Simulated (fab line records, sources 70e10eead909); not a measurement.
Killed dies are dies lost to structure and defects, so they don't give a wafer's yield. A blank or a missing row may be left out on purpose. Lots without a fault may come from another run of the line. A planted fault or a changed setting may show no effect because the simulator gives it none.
Which tool did it? | flow nand_harc | 12 lots, 36 wafers sampled, at 5 steps of a route of 1302

WHAT THE GAUGES READ, wafer by wafer
NHARC_A_M1_THK_MEAS_24: measures by xrf. Usual: thk_nm 154.2 nm, standard deviation 1.4.
lot  | measured     | on            | thk_nm (nm)       | flag
L797 | day 23 07:03 | film_metro-02 | 156.5 154.3 155.2 |
L798 | day 23 17:56 | film_metro-02 | 153.9 155.7 153.6 |
L799 | day 23 14:44 | film_metro-01 | 154.0 154.0 156.8 |
L801 | day 25 01:41 | film_metro-01 | 153.2 153.7 152.4 |
L803 | day 25 07:34 | film_metro-01 | 156.7 157.4 153.7 |
L804 | day 25 08:31 | film_metro-02 | 153.8 154.1 153.1 |
L806 | day 27 07:20 | film_metro-02 | 156.0 153.8 154.9 |
L809 | day 28 10:16 | film_metro-02 | 152.8 151.0 152.8 |
L811 | day 28 08:38 | film_metro-02 | 153.6 153.9 155.5 |
L817 | day 31 15:49 | film_metro-01 | 155.6 155.0 152.3 |
L819 | day 31 13:05 | film_metro-02 | 152.3 156.4 154.2 |
L818 | day 31 22:52 | film_metro-01 | 155.7 157.5 155.7 |

NHARC_END_SORT_01. Usual: defect_limited_yield 92.0 %, standard deviation 2.6; killed_at_array 50, standard deviation 17; killed_at_other 0.7, standard deviation 1; killed_at_periphery 3.4, standard deviation 2.4; killed_dies 54, standard deviation 17; killed_open 3.3, standard deviation 1.7; killed_short 2.5, standard deviation 1.6; sort_bin_2_pct 2.8 %, standard deviation 1.1; sort_bin_3_pct 0.5 %, standard deviation 0.33; sort_bin_4_pct 4.6 %, standard deviation 1.5; sort_n_pass 623, standard deviation 17; sort_rim_yield_pct 92 %, standard deviation 3.8; sort_yield_pct 92.0 %, standard deviation 2.6.
lot  | measured     | on        | defect_limited_yield (%) | killed_at_array | killed_at_other | killed_at_periphery | killed_dies | killed_open | killed_short | sort_bin_2_pct (%) | sort_bin_3_pct (%) | sort_bin_4_pct (%) | sort_n_pass | sort_rim_yield_pct (%) | sort_yield_pct (%) | flag
L811 | day 29 17:14 | prober-01 | 81.5 92.3 93.6           | 37 50 42        | 0 1 0           | 88 1 1              | 125 52 43   | 4 3 2       | 0 3 3        | 6.6 2.8 1.5        | 4.4 0.3 0.3        | 7.4 4.6 4.6        | 552 625 634 | 96 94 92               | 81.5 92.3 93.6     | OFF

WHICH TOOL RAN EACH LOT (tool, then ch and the chambers of the sampled wafers, then the start)
lot  | NHARC_P_BONDPAD_ETCH_37            | NHARC_A_M1_PRE_CLEAN_30                 | NHARC_A_M1_PRE_CLEAN_32
L797 | rie_diel-10 ch 0,2, day 6 10:58    | pvd_sputter-01, day 23 07:03 or earlier | pecvd-04 ch 1,2, day 23 07:17
L798 | rie_diel-10 ch 0,2,3, day 7 02:20  | pvd_sputter-03, day 23 17:56 or earlier | pecvd-03 ch 1,2, day 23 18:11
L799 | rie_diel-02 ch 0,2,3, day 7 17:44  | pvd_sputter-03, day 23 14:44 or earlier | pecvd-03 ch 1,2, day 23 14:58
L801 | rie_diel-02 ch 0,1, day 8 18:40    | pvd_sputter-02, day 25 01:41 or earlier | pecvd-03 ch 0,2, day 25 01:56
L803 | rie_diel-11 ch 0,3, day 9 04:44    | pvd_sputter-03, day 25 07:34 or earlier | pecvd-01 ch 0,1, day 25 07:48
L804 | rie_diel-11 ch 1,3, day 9 11:33    | pvd_sputter-02, day 25 08:31 or earlier | pecvd-03 ch 0,1,2, day 25 08:44
L806 | rie_diel-10 ch 0,1,2, day 10 05:32 | pvd_sputter-03, day 27 07:20 or earlier | pecvd-01 ch 1,2, day 27 08:04
L809 | rie_diel-11 ch 1,2,3, day 12 14:54 | pvd_sputter-01, day 28 10:16 or earlier | pecvd-04 ch 0,1,2, day 28 10:31
L811 | rie_diel-10 ch 0,1,3, day 12 17:10 | pvd_sputter-02, day 28 08:38 or earlier | pecvd-03 ch 1,2, day 28 08:53
L817 | rie_diel-02 ch 0,1,2, day 15 07:18 | pvd_sputter-01, day 31 15:49 or earlier | pecvd-04 ch 0,1,2, day 31 16:02
L819 | rie_diel-10 ch 1,3, day 15 15:22   | pvd_sputter-03, day 31 13:05 or earlier | pecvd-04 ch 0,2, day 31 13:20
L818 | rie_diel-02 ch 1,2, day 15 15:41   | pvd_sputter-01, day 31 22:52 or earlier | pecvd-03 ch 0,1, day 31 23:05
- NHARC_P_BONDPAD_ETCH_37: etches the open film in N2/H2, target depth 60 nm, overetch 18 nm, time 65.91 s.
- NHARC_A_M1_PRE_CLEAN_30: time 30 s.
- NHARC_A_M1_PRE_CLEAN_32: time 12 s.

WHAT THE TOOLS THEMSELVES READ (means of the sampled wafers that have a number; where no wafer has one, the mark that the record gives instead)
NHARC_P_BONDPAD_ETCH_37. Usual: drypump_motor_current_A 5.8 A, standard deviation 0.47; oes_product_au 1.000 a.u., standard deviation 0.0077; rf_fwd_power_W 396.4 W, standard deviation 1.6; rf_vpp_V 430.6 V, standard deviation 2.8; showerhead_plenum_p_Torr 2.04 Torr, standard deviation 0.097; throttle_valve_pct 14.172 %, standard deviation 0.0093.
lot  | tool        | drypump_motor_current_A (A) | oes_product_au (a.u.) | rf_fwd_power_W (W) | rf_vpp_V (V) | showerhead_plenum_p_Torr (Torr) | throttle_valve_pct (%) | flag
L797 | rie_diel-10 | 6.0                         | 1.001                 | 395.8              | 431.4        | 2.08                            | 14.167                 |
L798 | rie_diel-10 | 5.9                         | 1.005                 | 394.4              | 431.0        | 2.06                            | 14.171                 |
L799 | rie_diel-02 | 5.6                         | 0.993                 | 399.1              | 430.0        | 2.04                            | 14.171                 |
L801 | rie_diel-02 | 5.8                         | 1.007                 | 397.1              | 429.5        | 1.98                            | 14.179                 |
L803 | rie_diel-11 | 6.0                         | 1.007                 | 396.0              | 430.5        | 2.06                            | 14.168                 |
L804 | rie_diel-11 | 5.2                         | 1.001                 | 395.3              | 429.6        | 2.00                            | 14.168                 |
L806 | rie_diel-10 | 5.7                         | 1.001                 | 397.0              | 431.7        | 2.07                            | 14.179                 |
L809 | rie_diel-11 | 5.5                         | 0.997                 | 395.9              | 430.4        | 2.07                            | 14.173                 |
L811 | rie_diel-10 | 5.8                         | 0.999                 | 397.9              | 432.3        | 2.12                            | 14.166                 |
L817 | rie_diel-02 | 5.6                         | 1.003                 | 395.9              | 429.3        | 1.97                            | 14.177                 |
L819 | rie_diel-10 | 5.7                         | 0.996                 | 397.3              | 432.4        | 2.10                            | 14.169                 |
L818 | rie_diel-02 | 5.7                         | 1.001                 | 396.3              | 426.7        | 1.90                            | 14.167                 |

NHARC_A_M1_PRE_CLEAN_30. Usual: heater_power_w 415 W, standard deviation 50.
lot  | tool           | heater_power_w (W) | flag
L797 | pvd_sputter-01 | 447                |
L798 | pvd_sputter-03 | 380                |
L799 | pvd_sputter-03 | 360                |
L801 | pvd_sputter-02 | 439                |
L803 | pvd_sputter-03 | 409                |
L804 | pvd_sputter-02 | 435                |
L806 | pvd_sputter-03 | 377                |
L809 | pvd_sputter-01 | 474                |
L811 | pvd_sputter-02 | 430                |
L817 | pvd_sputter-01 | 473                |
L819 | pvd_sputter-03 | 391                |
L818 | pvd_sputter-01 | 469                |

NHARC_A_M1_PRE_CLEAN_32. Usual: heater_power_w 624 W, standard deviation 62; rf_fwd_power_W 292.6 W, standard deviation 1.
lot  | tool     | heater_power_w (W) | rf_fwd_power_W (W) | flag
L797 | pecvd-04 | 548                | 292.2              |
L798 | pecvd-03 | 673                | 291.5              |
L799 | pecvd-03 | 564                | 293.6              |
L801 | pecvd-03 | 693                | 292.2              |
L803 | pecvd-01 | 661                | 293.4              |
L804 | pecvd-03 | 633                | 292.4              |
L806 | pecvd-01 | 605                | 293.5              |
L809 | pecvd-04 | 584                | 291.9              |
L811 | pecvd-03 | 714                | 291.7              |
L817 | pecvd-04 | 568                | 293.9              |
L819 | pecvd-04 | 557                | 292.3              |
L818 | pecvd-03 | 607                | 291.8              |

THE ANSWER, worked out from the rows above alone
Rule: a lot is off if the mean of its wafers that have a number lies more than 3 standard deviations from the usual mean. A lot without any number at a reading at which 4 lots or more have one is off too. The other lots that the step has rows for count as sound. The gauges are gone through in route order, then the tools' own readings, and for those a lot's mean is taken as printed above. The first step at which some lot is off is used, and at that step the reading that is off furthest; a lot without a number counts as furthest.
Off: L811, at NHARC_END_SORT_01 (killed_at_periphery). Neither off nor sound, because the step has no rows for them: L797, L798, L799, L801, L803, L804, L806, L809, L817, L819, L818.
A tool fits if, at a process step before that reading, it ran every lot that is off, and no sound lot after the first of them. The gauges at NHARC_END_SORT_01 are tried like those tools. NHARC_A_M1_PRE_CLEAN_30 gives no start for some lots, so the hours and the order of its lots are those of NHARC_A_M1_THK_MEAS_24. Can't be told from this: 4 tools fit, rie_diel-10 at NHARC_P_BONDPAD_ETCH_37, pvd_sputter-02 at NHARC_A_M1_PRE_CLEAN_30, pecvd-03 at NHARC_A_M1_PRE_CLEAN_32, prober-01 at NHARC_END_SORT_01.

WHAT THE SIMULATOR HAD PUT IN
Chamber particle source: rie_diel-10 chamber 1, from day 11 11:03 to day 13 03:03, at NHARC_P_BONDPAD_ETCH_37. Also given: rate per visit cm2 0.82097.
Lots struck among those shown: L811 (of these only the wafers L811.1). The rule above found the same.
